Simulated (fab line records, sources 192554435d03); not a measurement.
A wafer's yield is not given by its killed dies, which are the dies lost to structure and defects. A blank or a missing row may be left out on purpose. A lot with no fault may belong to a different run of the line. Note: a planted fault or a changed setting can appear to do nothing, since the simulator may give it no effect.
Split-lot study	flow n5-finfet	21 wafers read from 7 lots, route of 1938 steps

THE SPLIT ITSELF
At N5_MOL_CONTACT_COAG_PECVD_31 (deposits SiO2 from TEOS/O2, target thk 46 nm, time 8.9 s), the setting temp-c was moved away from the recipe's 400 C on 4 of the 21 wafers read, by -3.6% to +3.4%. This setting was run at the recipe's value on the other wafers.

FROM THE SPLIT TO THE READING: what the file shows between them, 9 steps
- N5_MOL_CONTACT_COAG_COAT_77: time 60 s, resist thk 10 nm (also split here: spin-rpm)
- N5_MOL_CONTACT_COAG_COAT_78: resist thk 40 nm
- N5_MOL_CONTACT_COAG_EBR_80
- N5_MOL_CONTACT_COAG_DESCUM_88: chemistry O2, time 7 s
- N5_MOL_CONTACT_COAG_ETCH_89: etches underlayer in N2/H2, target depth 13 nm, time 10.4 s
- N5_MOL_CONTACT_COAG_ETCH_90: etches SiARC in CF4, target depth 13 nm, time 21.7 s
- N5_MOL_CONTACT_COAG_ALD_131: deposits SiO2, target thk 5 nm, pulse time 1 s, co reactant pulse time 1 s
- N5_MOL_CONTACT_COAG_ETCHBACK_135: etches SiO2 in CHF3, target depth 25 nm, time 16.7 s
- N5_MOL_CONTACT_COAG_STRIP_118: strips in CHF3

THE READING
etch.depth-nm (the simulator's own value, which no gauge read), in nm, at N5_MOL_CONTACT_COAG_VIA_ETCH_46 (etches SiO2 in C4F6/O2, target depth 46 nm, overetch 9.2 nm, time 40 s). No usual value for it is given in the file. Here, 17 wafers ran the recipe; their average is 46.23 nm with a standard deviation of 0.67 nm.

wafer	tool, chamber at the split	temp-c as run, C	against the recipe	etch.depth-nm, nm	against lot-mates on the recipe
L075.1	pecvd-03, 0	400	recipe	45.83	-
L075.3	pecvd-03, 1	400	recipe	45.21	-
L075.6	pecvd-03, 1	413.7	+3.4%	42.2	-3.32
L080.1	pecvd-04, 0,2	400	recipe	46.15	-
L080.2	pecvd-04, 0,2	400	recipe	46.22	-
L080.4	pecvd-04, 2	400	recipe	46.74	-
L082.2	pecvd-04, 0	400	recipe	46.37	-
L082.4	pecvd-04, 0	400	recipe	47.2	-
L082.6	pecvd-04, 1	400	recipe	47.03	-
L091.2	pecvd-04, 1	385.7	-3.6%	49.37	+3.29
L091.3	pecvd-04, 2	400	recipe	45.28	-
L091.4	pecvd-04, 0	400	recipe	46.87	-
L095.2	pecvd-03, 2	400	recipe	44.83	-
L095.3	pecvd-03, 0	400	recipe	45.92	-
L095.4	pecvd-03, 0	400	recipe	46.6	-
L097.1	pecvd-01, 0	406.5	+1.6%	44.37	-2.60
L097.2	pecvd-01, 2	400	recipe	46.97	-
L097.3	pecvd-01, 1	406.5	+1.6%	44.19	-2.78
L096.1	pecvd-03, 2	400	recipe	45.7	-
L096.4	pecvd-03, 2	400	recipe	46.22	-
L096.5	pecvd-03, 0	400	recipe	46.72	-
When a row names more than one chamber, that row covers several wafers, and the file does not tell which wafer ran in which chamber.

FIT RESULTS
A straight line over all 21 wafers: etch.depth-nm changes by -1.04 nm for each +1% of temp-c; r = -0.89; the points scatter about the line by 0.66 nm.
The same after taking each lot's own level away (the mean of its wafers on the recipe; 21 wafers): -1.06 nm for each +1%; r = -0.92; scatter 0.57 nm.
On that fit, the largest move of temp-c shifts the reading by 3.8 nm.
From 45.520 to 46.970 nm: that is the span of the lots' own levels, equal to 2.2 times the standard deviation above.
Consequently the slope shifts little with the lot-to-lot level, the two slopes agreeing.
Check: with one of the wafers moved furthest among these (-3.6%) left out of the fit, the line predicts +4.12 nm for it against its lot-mates. Against them it came out at +3.29 nm.

THESE WAFERS: OTHER SPLITS
These wafers also went through other splits before the reading. Each is held against what the fit with the lots' levels taken away leaves over:
other split on the same wafers	wafers away from the commonest value	r with etch.depth-nm (lot level and that fit taken away)
N5_HKMG_FIN_ETCH_31 bias-w	7	+0.05
N5_MOL_CONTACT_COAG_COAT_77 spin-rpm	3	+0.41

THE WHOLE CHAIN: every reading that the file lists as answering this split, in the file's order
step	what it does	reading	change (the file's fit)	r (the file's)
N5_MOL_CONTACT_COAG_PECVD_31	deposits SiO2 from TEOS/O2, target thk 46 nm, time 8.9 s	SiO2_of_MOL_CONTACT_COAG_PECVD_31.thk-nm (the simulator's own value, which no gauge read)	-1.03 nm for each +1% of the setting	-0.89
N5_MOL_CONTACT_COAG_VIA_ETCH_46	etches SiO2 in C4F6/O2, target depth 46 nm, overetch 9.2 nm, time 40 s	etch.depth-nm (the simulator's own value, which no gauge read)	-1.01 nm for each +1% of the setting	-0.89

THE FILE'S OWN FIT
etch.depth-nm changes by -1.01 nm for each +1% of temp-c, r = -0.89.
